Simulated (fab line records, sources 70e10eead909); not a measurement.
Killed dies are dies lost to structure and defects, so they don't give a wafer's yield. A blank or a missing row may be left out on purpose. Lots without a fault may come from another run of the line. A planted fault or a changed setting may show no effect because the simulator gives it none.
Chamber matching | flow nand_harc | NHARC_A_SLIT_DEP_23 on pecvd-03: 3 sister chambers
The step deposits SiON, target thk 100 nm. 3 wafers are shown with their chamber, then 7 later ones without.

WAFERS WITH THEIR CHAMBER
wafer  | chamber | heater_power_w (W)
L891.2 | 1       | 589
L891.6 | 0       | 768
L895.1 | 2       | 596

WAFERS WITHOUT THEIR CHAMBER
wafer  | heater_power_w (W)
L895.5 | 581
L900.3 | 723
L900.4 | 751
L900.6 | 706
L908.1 | 620
L908.5 | 639
L908.6 | 798

WHICH CHAMBER EACH WENT THROUGH
wafer  | from the rows above          | in truth
L895.5 | can't be placed: 1 or 2      | 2
L900.3 | 0                            | 0
L900.4 | 0                            | 0
L900.6 | can't be placed: 0 or 2 or 1 | 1
L908.1 | can't be placed: 2 or 1      | 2
L908.5 | can't be placed: 2 or 1      | 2
L908.6 | 0                            | 0
Placed correctly: 3 of 7. Can't be placed from these rows: 4 (the true chamber is among the candidates in 4). Placed wrongly: 0.
How it was worked out, from the rows above alone: a wafer's distance from a chamber is the root of the sum, over the readings, of the square of ((its reading less the chamber's mean) divided by the reading's scatter). The wafer belongs to the nearest chamber; if the next one is less than 2 further off, it can't be placed. A chamber's mean is the mean of its shown wafers. The scatter: with one shown wafer a chamber, the root of the mean of the squares of how far each hidden wafer lies from its nearest shown one.
